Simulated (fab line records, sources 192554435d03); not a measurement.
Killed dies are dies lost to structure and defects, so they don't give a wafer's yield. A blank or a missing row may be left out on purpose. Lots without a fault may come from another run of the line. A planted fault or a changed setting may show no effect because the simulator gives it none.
fab line records | flow n5_finfet
record lots=10 wafers=27 last_day=18
route steps=1938 shown BEOL_M2@919 BEOL_M3@948 BEOL_M4@1111 PASSIVATION@1936
lots that met no fault: from a run of the same line without faults
start_h: hours from the record's first day to the start of the lot's first wafer shown | wait_h: hours since the lot's step before | " the same as in the row above | L1.1+2: a row that stands for several wafers | - no value, or no start given | * or withheld: withheld | < > ~ a bound
route shown NAME@n: a module of which the file shows steps, and the number in the route of the first | usual: mean/standard deviation of fault-free wafers | same: alike in all rows | chamber/n: place in a boat | sites: the reading at each site | _std_site: their standard deviation | _edge_site: outer sites' mean less inner sites' | radius_mm: how far each site lies from the wafer's centre | mask NAME#n: copy n | behind: the tool/chamber that last shaped the wafer | hold: why the lot was held/for how many hours/how that ended | device: the transistor (n, p or np) that didn't switch | end of line: the same wafers' tests at the end of the route | a step without rows: its recipe alone | killed: dies lost to structure and defects at the first sort, not the wafer's yield | map: a wafer's dies, x killed, . not, _ none there
set.NAME: the setting as run; set.NAME@STEP: as run at that earlier step | model.NAME: the simulator's own value behind a step, which no gauge read
steps of the route over a sample of lots; a table a step, a row a wafer
services: from which hour (start_h, from the record's first day; less than 0 if before it) a tool's chamber was out of use, for how many hours, and why
## steps
# step N5_BEOL_M2_ANNEAL_95
# recipe temp_c=400 time_s=240 ambient=vacuum
# usual heater_power_w=841/84
# same time_s=240
# columns lot.wafer tool chamber start_h wait_h heater_power_w
L801.2 pvd_sputter-01 - 143.97 0.0 851
L801.4 " - " " 734
L801.5 " - " " 723
L802.1 pvd_sputter-02 - 150.89 0.0 904
L802.3 " - " " 861
L802.4 " - " " 756
L803.1 pvd_sputter-03 - 154.12 0.0 998
L803.4 " - " " 868
L803.6 " - " " 965
L804.1 pvd_sputter-02 - 157.59 0.0 891
L804.3 " - " " 791
L804.6 " - " " 785
L809.1 pvd_sputter-01 - 212.02 0.0 760
L809.4 " - " " 937
L812.2 pvd_sputter-03 - 217.90 0.0 883
L812.4 " - " " 1024
L814.1 pvd_sputter-02 - 222.82 0.0 778
L814.5 " - " " 786
L816.1 pvd_sputter-02 - 234.36 0.0 772
L816.3 " - " " 794
L816.5 " - " " 881
L817.2 pvd_sputter-01 - 238.38 0.0 728
L817.3 " - " " 833
L817.4 " - " " 761
L823.1 pvd_sputter-02 - 281.37 0.0 781
L823.4 " - " " 838
L823.5 " - " " 870
# step N5_BEOL_M2_PRE_CLEAN_60
# recipe gas=NH3/H2 time_s=15 temp_c=* rf_power_w=300
# usual heater_power_w=97/35
# same time_s=15
# columns lot.wafer tool chamber start_h wait_h heater_power_w
L801.2 cvd_co-02 0 144.93 0.0 129
L801.4 " 0 " " 130
L801.5 " 2 " " 84
L802.1 cvd_co-01 2 152.34 0.3 53
L802.3 " 0 " " 127
L802.4 " 2 " " 54
L803.1 cvd_co-01 2 155.08 0.0 54
L803.4 " 0 " " 130
L803.6 " 2 " " 54
L804.1 cvd_co-02 1 158.82 0.0 52
L804.3 " 0 " " 132
L804.6 " 2 " " 84
L809.1 cvd_co-02 0 213.09 0.0 134
L809.4 " 2 " " 85
L812.2 cvd_co-01 2 218.87 0.0 53
L812.4 " 1 " " 126
L814.1 cvd_co-01 2 223.80 0.0 53
L814.5 " 1 " " 126
L816.1 cvd_co-02 1 235.33 0.0 53
L816.3 " 1 " " 53
L816.5 " 1 " " 54
L817.2 cvd_co-02 0 239.48 0.0 130
L817.3 " 1 " " 53
L817.4 " 2 " " 85
L823.1 cvd_co-01 0 282.59 0.0 131
L823.4 " 2 " " 54
L823.5 " 1 " " 127
# step N5_BEOL_M3_ETCH_74
# recipe chemistry=N2/H2 target=underlayer target_depth_a=65 mask_material=CAR-EUV time_s=5.2 ion_energy_ev=200 pressure_mtorr=30 source_w=840 bias_w=150 n2_flow_sccm=200 h2_flow_sccm=200 ends=cleared
# usual drypump_motor_current_A=5.7/0.52 etch_rf_on_time_s=5.20/0.14 oes_product_au=0.66/0.073 rf_vpp_V=525/3.2 showerhead_plenum_p_Torr=2.58/0.11 throttle_valve_pct=17.94/0.3
# columns lot.wafer tool chamber start_h wait_h drypump_motor_current_A etch_rf_on_time_s oes_product_au rf_hours_counter_h rf_vpp_V showerhead_plenum_p_Torr throttle_valve_pct
L801.2 rie_diel-06 2 146.08 0.0 5.9 5.17 0.58 233 525 2.51 18.19
L801.4 " 0 " " 5.1 5.15 0.64 144 521 2.43 17.72
L801.5 " 0 " " 5.2 5.09 0.64 - 520 2.43 17.72
L802.1 rie_diel-05 1 153.88 0.0 5.7 5.29 0.74 41 523 2.58 17.88
L802.3 " 3 " " 5.6 5.33 0.62 158 526 2.66 17.76
L802.4 " 0 " " 6.2 4.98 0.63 215 522 2.41 18.09
L803.1 rie_diel-05 2 156.17 0.0 5.0 5.20 0.62 185 525 2.65 18.53
L803.4 " 1 " " 5.7 5.18 0.75 42 527 2.58 17.90
L803.6 " 0 " " 6.2 4.92 0.63 - 519 2.41 18.09
L804.1 rie_diel-05 2 162.29 0.0 5.0 5.14 0.63 186 526 2.65 18.54
L804.3 " 3 " " 5.6 5.24 0.63 160 528 2.66 17.75
L804.6 " 2 " " 5.0 5.15 0.62 - 527 2.65 18.54
L809.1 rie_diel-05 3 214.55 0.0 5.6 5.35 0.61 175 525 2.65 17.79
L809.4 " 0 " " 6.2 4.99 0.62 228 521 2.40 18.10
L812.2 rie_diel-05 0 220.01 0.0 6.2 4.99 0.63 230 521 2.40 18.15
L812.4 " 1 " " 5.7 5.21 0.72 60 524 2.58 17.89
L814.1 rie_diel-05 2 225.35 0.0 5.0 5.24 0.61 205 527 2.64 18.58
L814.5 " 0 " " 6.1 4.96 0.62 - 521 2.40 18.14
L816.1 rie_diel-06 1 237.17 0.0 6.6 5.19 0.71 55 528 2.70 17.57
L816.3 " 0 " " 5.2 5.11 0.62 173 519 2.41 17.79
L816.5 " 1 " " 6.6 5.24 0.71 - 530 2.70 17.57
L817.2 rie_diel-06 3 243.92 0.0 6.4 5.38 0.61 174 526 2.64 17.81
L817.3 " 0 " " 5.1 5.18 0.62 174 519 2.41 17.80
L817.4 " 1 " " 6.6 5.32 0.71 56 528 2.69 17.55
L823.1 rie_diel-06 2 284.06 0.0 5.9 5.00 0.77 18 523 2.49 17.79
L823.4 " 3 " " 6.5 5.37 0.61 188 527 2.63 17.81
L823.5 " 0 " " 5.2 5.23 0.62 - 521 2.41 17.81
# step N5_BEOL_M3_ETCH_63
# recipe chemistry=CF4 target=SiARC target_depth_a=156 mask_material=CAR-EUV time_s=26 ion_energy_ev=80 pressure_mtorr=40 source_w=545 bias_w=36 Ar_flow_sccm=100 cf4_flow_sccm=100 ends=cleared
# usual drypump_motor_current_A=5.7/0.53 etch_rf_on_time_s=26.0/0.66 oes_product_au=0.66/0.073 rf_vpp_V=184.4/1.4 showerhead_plenum_p_Torr=2.17/0.084 throttle_valve_pct=15.65/0.24
# columns lot.wafer tool chamber start_h wait_h drypump_motor_current_A etch_rf_on_time_s oes_product_au rf_hours_counter_h rf_vpp_V showerhead_plenum_p_Torr throttle_valve_pct
L801.2 rie_diel-06 2 146.10 0.0 5.9 25.7 0.59 233 183.9 2.12 15.98
L801.4 " 0 " " 5.1 25.7 0.65 144 182.5 2.05 15.60
L801.5 " 0 " " 5.1 26.1 0.64 - 182.6 2.05 15.61
L802.1 rie_diel-05 1 153.90 0.0 5.7 26.1 0.75 41 184.5 2.17 15.53
L802.3 " 3 " " 5.6 26.3 0.63 158 185.9 2.23 15.44
L802.4 " 0 " " 6.1 25.1 0.62 215 183.2 2.03 15.86
L803.1 rie_diel-05 2 156.19 0.0 5.0 26.4 0.62 185 185.6 2.21 15.97
L803.4 " 1 " " 5.7 26.5 0.74 42 183.8 2.17 15.53
L803.6 " 0 " " 6.1 25.0 0.63 - 182.2 2.03 15.87
L804.1 rie_diel-05 2 162.31 0.0 5.0 26.0 0.63 186 183.3 2.21 15.98
L804.3 " 3 " " 5.6 26.0 0.63 160 185.8 2.23 15.45
L804.6 " 2 " " 5.0 25.7 0.62 - 186.0 2.21 15.97
L809.1 rie_diel-05 3 214.57 0.0 5.6 15.7 0.85 175 185.6 2.22 15.47
L809.4 " 0 " " 6.1 14.6 0.88 228 182.7 2.03 15.90
L812.2 rie_diel-05 0 220.02 0.0 6.2 25.0 0.62 230 182.0 2.03 15.86
L812.4 " 1 " " 5.7 15.3 1.01 60 183.2 2.17 15.58
L814.1 rie_diel-05 2 225.37 0.0 5.0 15.5 0.84 205 184.5 2.20 16.03
L814.5 " 0 " " 6.1 25.2 0.61 - 182.9 2.03 15.89
L816.1 rie_diel-06 1 237.19 0.0 6.6 26.5 0.71 55 185.4 2.25 15.29
L816.3 " 0 " " 5.1 26.0 0.62 173 182.9 2.04 15.66
L816.5 " 1 " " 6.6 26.3 0.72 - 186.4 2.25 15.30
L817.2 rie_diel-06 3 243.94 0.0 6.6 27.1 0.61 174 185.6 2.22 15.51
L817.3 " 0 " " 5.1 26.1 0.62 174 181.5 2.04 15.68
L817.4 " 1 " " 6.6 26.4 0.72 56 185.2 2.25 15.30
L823.1 rie_diel-06 2 284.07 0.0 5.9 25.0 0.78 18 183.0 2.10 15.52
L823.4 " 3 " " 6.5 27.1 0.60 188 182.4 2.21 15.53
L823.5 " 0 " " 5.1 26.3 0.61 - 183.7 2.03 15.69
# step N5_BEOL_M4_RC_MEAS_101
# usual DIBL_N=36.2/1.7 DIBL_P=36.2/2.2 IOFF_N=0.16/0.035 IOFF_P=0.21/0.042 ION_N=673/13 ION_P=462/7.9 SS_N=71.4/0.59 SS_P=73.2/0.7 VT_N=250/3.6 VT_P=-251/3.5
# columns lot.wafer tool chamber start_h wait_h DIBL_N[mV/V] DIBL_P[mV/V] IOFF_N[nA/um] IOFF_P[nA/um] ION_N[uA/um] ION_P[uA/um] SS_N[mV/dec] SS_P[mV/dec] VT_N[mV] VT_P[mV]
L801.2 prober-01 0 167.22 0.2 36.3 36.1 0.14 0.19 653 446 70.9 73.0 250 -252
L801.4 " 0 " " 38.7 40.1 0.21 0.25 688 461 72.5 74.0 243 -247
L801.5 " 0 " " 36.4 38.5 0.17 0.22 674 465 71.4 73.9 248 -251
L802.1 prober-01 0 173.48 0.0 33.7 35.2 0.14 0.21 667 469 70.5 72.9 252 -250
L802.3 " 0 " " 35.4 37.1 0.16 0.23 674 473 71.1 73.2 250 -248
L802.4 " 0 " " 35.9 37.6 0.18 0.23 682 473 71.9 74.0 248 -250
L803.1 prober-02 0 175.22 0.0 36.6 37.7 0.20 0.26 688 468 72.1 73.4 243 -246
L803.4 " 0 " " 39.1 41.7 0.27 0.34 713 482 71.7 74.9 240 -244
L803.6 " 0 " " 39.0 41.1 0.27 0.34 696 476 72.7 74.9 240 -243
L804.1 prober-02 0 178.17 0.0 35.5 34.9 0.14 0.19 667 464 70.9 73.4 251 -251
L804.3 " 0 " " 34.1 33.8 0.12 0.18 673 467 70.8 72.8 250 -254
L804.6 " 0 " " 36.4 35.9 0.17 0.21 689 467 71.2 72.6 247 -250
L809.1 prober-01 0 233.47 0.0 38.1 38.7 0.19 0.24 695 468 72.1 73.9 248 -246
L809.4 " 0 " " 38.6 39.1 0.19 0.25 681 466 72.6 74.6 245 -246
L812.2 prober-02 0 244.27 0.2 35.3 34.2 0.12 0.16 662 457 70.2 72.5 255 -255
L812.4 " 0 " " 37.8 38.8 0.16 0.22 677 464 72.0 73.0 250 -252
L814.1 prober-01 0 244.91 0.0 37.7 39.0 0.17 0.26 668 463 71.2 73.8 251 -245
L814.5 " 0 " " 35.3 36.8 0.14 0.22 666 460 71.3 73.0 250 -248
L816.1 prober-02 0 253.65 0.0 34.7 33.5 0.11 0.16 652 449 70.9 72.8 255 -254
L816.3 " 0 " " 32.8 31.6 0.10 0.13 648 441 70.4 72.4 258 -256
L816.5 " 0 " " 34.0 32.5 0.11 0.15 664 447 70.9 72.4 254 -256
L817.2 prober-02 0 277.09 0.2 36.2 35.5 0.16 0.21 670 465 71.2 73.1 251 -249
L817.3 " 0 " " 35.4 35.1 0.16 0.21 677 468 71.6 73.0 249 -249
L817.4 " 0 " " 36.9 37.5 0.17 0.24 676 462 72.2 73.1 249 -249
L823.1 prober-01 0 305.78 0.0 34.9 36.8 0.15 0.17 665 450 70.6 73.9 252 -257
L823.4 " 0 " " 35.1 35.5 0.14 0.16 672 451 71.4 73.2 252 -259
L823.5 " 0 " " 34.1 35.1 0.13 0.16 666 454 71.0 73.1 255 -258
# step N5_PASSIVATION_PROBE_49
# usual defect_limited_yield=91.4/1.4 killed_at_M0_to_M3=31/10 killed_at_M4_up=14/5.6 killed_at_contacts=13/6.3 killed_at_front_end=39/10 killed_at_other=4/3.1 killed_dies=101/16 killed_on_rim=13/3.9 killed_open=65/13 killed_short=34/7.2 sort_bin_5_function=5.1/0.88 sort_bin_6_memory=3.2/0.66 sort_n_pass=1079/16 sort_yield_pct=91.4/1.4
# same gross_dies=1180 killed_at_back_side=0 sort_bin_4_leakage[%]=0 sort_bin_8_speed[%]=0
# columns lot.wafer tool chamber start_h wait_h defect_limited_yield[%] killed_at_M0_to_M3 killed_at_M4_up killed_at_contacts killed_at_front_end killed_at_other killed_dies killed_on_rim killed_open killed_short sort_bin_5_function[%] sort_bin_6_memory[%] sort_n_pass sort_yield_pct[%]
L809.1 prober-02 - 332.68 0.1 91.0 53 4 8 38 3 106 16 65 40 5.1 3.5 1074 91.0
L809.4 prober-02 - 332.83 0.2 93.3 31 10 12 24 2 79 15 45 33 4.2 2.4 1101 93.3
L823.4 prober-02 - 436.52 0.2 91.9 26 10 8 49 2 95 12 67 28 4.2 3.7 1085 91.9
# killed by level:class
L809.1 BEOL_M0_SAQP:geometric_particle:short=22 BEOL_M0_SAQP:geometric_particle:open=21 FIN_SAQP:geometric_particle:short=7 FIN_SAQP:geometric_particle:open=7 MOL_CONTACT_COAG:geometric_particle:open=7 STI_FIN_REVEAL:geometric_particle:open=6 DUMMY_GATE:geometric_particle:open=6 DUMMY_GATE:geometric_particle:short=3
L809.4 BEOL_M0_SAQP:geometric_particle:short=12 MOL_CONTACT_COAG:geometric_particle:open=9 BEOL_M2:geometric_particle:open=7 FIN_SAQP:geometric_particle:short=4 DUMMY_GATE:geometric_particle:open=4 GATE_CUT:geometric_particle:short=3 MOL_CONTACT_COAG:geometric_particle:short=3 BEOL_M0_SAQP:geometric_particle:open=3
L823.4 FIN_SAQP:geometric_particle:open=16 FIN_SAQP:geometric_particle:short=10 BEOL_M2:geometric_particle:open=9 STI_FIN_REVEAL:geometric_particle:open=8 MOL_CONTACT_COAG:geometric_particle:open=7 BEOL_M3:geometric_particle:open=6 BEOL_M0_SAQP:geometric_particle:open=3 BEOL_M0:geometric_particle:open=3
## services
# columns tool chamber start_h hours kind
rie_diel-05 0 160.21 8.9 repair
cvd_co-02 2 166.16 9.0 repair
rie_diel-06 2 207.73 - clean
rie_diel-06 2 207.73 - consumable_replace:focus_ring
rie_diel-06 2 207.73 13.7 scheduled_down
rie_diel-06 2 207.73 13.7 vent_cycle
rie_diel-06 - 213.63 0.3 repair
cvd_co-02 2 235.07 3.4 repair
cvd_co-01 0 252.59 8.9 repair
cvd_co-02 1 258.73 4.7 repair
cvd_co-02 - 262.55 6.0 pm
## key
first_sign step=N5_BEOL_M3_ETCH_63 reading=etch_rf_on_time_s direction=down sigmas=16 usual=* struck=*
effect step=N5_BEOL_M3_ETCH_63 reading=oes_product_au direction=up sigmas=3.2 usual=0.66 struck=0.89
met_at N5_BEOL_M3_ETCH_63
struck_lots L809,L812,L814
struck_wafers L809.1,L809.4,L812.4,L814.1
not_acting_at N5_BEOL_M2_ANNEAL_95,N5_BEOL_M2_PRE_CLEAN_60,N5_BEOL_M3_ETCH_74
onset_between 162.31 214.57
fault kind=process_parameter_drift tool=rie_diel-05 chamber=- onset_h=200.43 steps=N5_BEOL_M3_ETCH_63 channel=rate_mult offset=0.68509 shape=step end_h=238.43 scope=struck_wafers_only
